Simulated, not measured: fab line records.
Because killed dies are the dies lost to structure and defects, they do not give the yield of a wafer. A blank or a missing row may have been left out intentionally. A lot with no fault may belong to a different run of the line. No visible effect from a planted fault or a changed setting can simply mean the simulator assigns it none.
The tool behind it: which one? | flow nand harc | 24 lots, 72 wafers sampled, at 4 steps of a route of 1302

WHAT THE GAUGES READ, wafer by wafer
NHARC_A_CONTACT_CD_MEAS_53.
lot  | measured     | on        | cd nm (nm)
L074 | day 21 11:49 | cd sem-03 | 289.9 290.1 289.7
L075 | day 21 12:13 | cd sem-03 | 289.5 289.1 289.5
L076 | day 22 08:48 | cd sem-02 | 288.7 289.2 288.8
L078 | day 22 20:41 | cd sem-03 | 289.1 289.1 289.2
L077 | day 22 20:58 | cd sem-01 | 287.4 287.9 287.7
L080 | day 23 11:13 | cd sem-01 | 287.5 288.0 287.7
L079 | day 23 11:34 | cd sem-03 | 290.9 290.4 290.5
L081 | day 24 12:51 | cd sem-01 | 289.2 289.7 289.0
L083 | day 25 02:49 | cd sem-01 | 290.3 290.5 290.6
L082 | day 25 06:46 | cd sem-01 | 289.9 290.2 289.7
L085 | day 25 19:19 | cd sem-03 | 288.9 289.2 288.9
L084 | day 25 20:37 | cd sem-01 | 289.4 288.8 288.8
L086 | day 26 10:59 | cd sem-01 | 289.2 290.0 290.4
L087 | day 26 11:50 | cd sem-02 | 288.9 289.4 289.3
L088 | day 27 05:58 | cd sem-01 | 289.9 289.7 289.3
L089 | day 27 06:59 | cd sem-01 | 288.5 290.2 289.5
L090 | day 28 16:01 | cd sem-03 | 289.4 290.1 291.0
L091 | day 28 21:57 | cd sem-03 | 289.3 289.0 289.1
L093 | day 29 01:40 | cd sem-02 | 288.0 289.5 289.4
L092 | day 29 12:29 | cd sem-02 | 289.0 288.9 289.3
L094 | day 29 17:31 | cd sem-03 | 288.7 288.5 288.8
L095 | day 30 07:28 | cd sem-03 | 290.2 289.3 290.3
L096 | day 30 19:18 | cd sem-02 | 291.5 291.1 289.9
L097 | day 31 01:27 | cd sem-02 | 287.9 287.8 288.5

TOOL THAT RAN EACH LOT (tool first, then ch and the chambers of the sampled wafers, then the start)
lot  | NHARC_A_CONTACT_ETCH_118             | NHARC_A_CONTACT_ETCH_122             | NHARC_A_CONTACT_ETCH_90
L074 | har cap etch-01 ch 0,1, day 21 09:50 | har cap etch-01 ch 0,1, day 21 10:31 | rie diel-08 ch 0,1,2, day 21 11:37
L075 | har cap etch-02 ch 0,1, day 21 10:10 | har cap etch-02 ch 0,1, day 21 10:50 | rie diel-12 ch 0,2,3, day 21 11:59
L076 | har cap etch-02 ch 0,1, day 22 06:44 | har cap etch-02 ch 0,1, day 22 07:25 | rie diel-08 ch 1,3, day 22 08:36
L078 | har cap etch-02 ch 0,1, day 22 18:29 | har cap etch-02 ch 0,1, day 22 19:11 | rie diel-08 ch 0,2, day 22 20:28
L077 | har cap etch-03 ch 0,1, day 22 18:52 | har cap etch-03 ch 0,1, day 22 19:33 | rie diel-08 ch 0,1,3, day 22 20:44
L080 | har cap etch-01 ch 0,1, day 23 09:13 | har cap etch-01 ch 0,1, day 23 09:54 | rie diel-08 ch 1,2,3, day 23 11:02
L079 | har cap etch-02 ch 0, day 23 09:31   | har cap etch-02 ch 0, day 23 10:12   | rie diel-08 ch 2,3, day 23 11:20
L081 | har cap etch-03 ch 0,1, day 24 10:50 | har cap etch-03 ch 0,1, day 24 11:32 | rie diel-12 ch 2,3, day 24 12:38
L083 | har cap etch-02 ch 0,1, day 25 00:46 | har cap etch-02 ch 0,1, day 25 01:27 | rie diel-03 ch 0,2, day 25 02:37
L082 | har cap etch-03 ch 0, day 25 04:44   | har cap etch-03 ch 0, day 25 05:25   | rie diel-08 ch 2,3, day 25 06:34
L085 | har cap etch-01 ch 0,1, day 25 17:19 | har cap etch-01 ch 0,1, day 25 17:59 | rie diel-08 ch 0,1, day 25 19:06
L084 | har cap etch-02 ch 0,1, day 25 18:07 | har cap etch-02 ch 0,1, day 25 19:01 | rie diel-12 ch 0,2,3, day 25 20:24
L086 | har cap etch-01 ch 0,1, day 26 08:56 | har cap etch-01 ch 0,1, day 26 09:37 | rie diel-08 ch 0,1,2, day 26 10:46
L087 | har cap etch-02 ch 0,1, day 26 09:49 | har cap etch-02 ch 0,1, day 26 10:29 | rie diel-12 ch 0,1, day 26 11:37
L088 | har cap etch-01 ch 0,1, day 27 03:55 | har cap etch-01 ch 0,1, day 27 04:36 | rie diel-08 ch 1,3, day 27 05:46
L089 | har cap etch-03 ch 0,1, day 27 04:59 | har cap etch-03 ch 0,1, day 27 05:41 | rie diel-08 ch 0,2, day 27 06:47
L090 | har cap etch-02 ch 0,1, day 28 13:59 | har cap etch-02 ch 0,1, day 28 14:39 | rie diel-03 ch 0,1,3, day 28 15:50
L091 | har cap etch-01 ch 0,1, day 28 19:55 | har cap etch-01 ch 0,1, day 28 20:36 | rie diel-03 ch 2,3, day 28 21:44
L093 | har cap etch-03 ch 0,1, day 28 23:37 | har cap etch-03 ch 0,1, day 29 00:19 | rie diel-03 ch 0,2,3, day 29 01:27
L092 | har cap etch-01 ch 1, day 29 10:23   | har cap etch-01 ch 1, day 29 11:04   | rie diel-03 ch 1,2, day 29 12:11
L094 | har cap etch-02 ch 0,1, day 29 15:27 | har cap etch-02 ch 0,1, day 29 16:08 | rie diel-12 ch 1,2, day 29 17:17
L095 | har cap etch-02 ch 0,1, day 30 05:31 | har cap etch-02 ch 0,1, day 30 06:11 | rie diel-03 ch 2,3, day 30 07:16
L096 | har cap etch-02 ch 0,1, day 30 17:18 | har cap etch-02 ch 0,1, day 30 17:59 | rie diel-08 ch 1,2,3, day 30 19:06
L097 | har cap etch-01 ch 0,1, day 30 23:29 | har cap etch-01 ch 0,1, day 31 00:10 | rie diel-12 ch 0,2,3, day 31 01:16
- NHARC_A_CONTACT_ETCH_118: etches the open film in C4F8/O2/Ar, time 190 s, target depth 1850 nm.
- NHARC_A_CONTACT_ETCH_122: etches the open film in C4F8/O2/Ar, time 190 s, target depth 1850 nm.
- NHARC_A_CONTACT_ETCH_90: etches the open film in CH3F/O2, target depth 40 nm, time 85.7 s.

WHAT THE TOOLS THEMSELVES READ (means of the sampled wafers that have a number; where no wafer has one, the mark that the record gives instead)
NHARC_A_CONTACT_ETCH_90.
lot  | tool        | drypump motor current A (A) | oes product au (a.u.) | rf vpp V (V) | showerhead plenum p Torr (Torr) | throttle valve pct (%)
L074 | rie diel-08 | 5.6                         | 1.00                  | 244.6        | 2.47                            | 20.664
L075 | rie diel-12 | 5.6                         | 0.92                  | 245.3        | 2.61                            | 20.659
L076 | rie diel-08 | 5.2                         | 0.93                  | 245.6        | 2.53                            | 20.660
L078 | rie diel-08 | 5.6                         | 0.92                  | 243.8        | 2.43                            | 20.660
L077 | rie diel-08 | 5.4                         | 0.93                  | 245.9        | 2.52                            | 20.653
L080 | rie diel-08 | 5.4                         | 0.92                  | 244.0        | 2.47                            | 20.662
L079 | rie diel-08 | 5.5                         | 0.92                  | 243.1        | 2.37                            | 20.667
L081 | rie diel-12 | 5.5                         | 0.93                  | 245.3        | 2.58                            | 20.656
L083 | rie diel-03 | 5.1                         | 0.94                  | 242.4        | 2.37                            | 20.664
L082 | rie diel-08 | 5.5                         | 0.99                  | 243.7        | 2.37                            | 20.668
L085 | rie diel-08 | 5.6                         | 0.93                  | 245.0        | 2.52                            | 20.657
L084 | rie diel-12 | 5.6                         | 1.00                  | 244.9        | 2.60                            | 20.673
L086 | rie diel-08 | 5.6                         | 1.01                  | 244.1        | 2.46                            | 20.666
L087 | rie diel-12 | 5.9                         | 0.93                  | 246.2        | 2.54                            | 20.664
L088 | rie diel-08 | 5.4                         | 0.92                  | 246.1        | 2.55                            | 20.656
L089 | rie diel-08 | 5.6                         | 1.00                  | 243.6        | 2.42                            | 20.662
L090 | rie diel-03 | 5.7                         | 1.01                  | 245.0        | 2.45                            | 20.655
L091 | rie diel-03 | 5.1                         | 0.93                  | 243.9        | 2.45                            | 20.665
L093 | rie diel-03 | 5.3                         | 1.01                  | 243.8        | 2.45                            | 20.664
L092 | rie diel-03 | 5.2                         | 1.00                  | 243.5        | 2.38                            | 20.663
L094 | rie diel-12 | 5.9                         | 1.01                  | 246.1        | 2.55                            | 20.664
L095 | rie diel-03 | 5.4                         | 1.01                  | 244.9        | 2.52                            | 20.667
L096 | rie diel-08 | 5.4                         | 0.92                  | 243.9        | 2.44                            | 20.670
L097 | rie diel-12 | 5.6                         | 0.93                  | 246.1        | 2.59                            | 20.658

THE ANSWER, worked out from the rows above alone
Rule: the usual values come from the lots themselves. Put in order of their means at a reading, lots are off if they are a third of the lots or fewer, leave a main group of 4 or more, and stand apart from it by a gap of 3 or more times the standard deviation of the main group's means; of several such gaps the widest counts. If all means in a main group match to the digits the tables above print for the reading, that group is not used. Also off: a lot with no number at a reading for which 4 or more lots have one. All remaining lots with rows at the step are treated as sound. First the gauges in route order, then the tools' own readings, where a lot's mean is used as printed above. The first step at which some lot is off is used, and at that step the reading that is off furthest; a lot without a number counts as furthest.
No lot is off on any of the readings shown, so nothing can be concluded from this.

WHAT WAS PUT IN BY THE SIMULATOR
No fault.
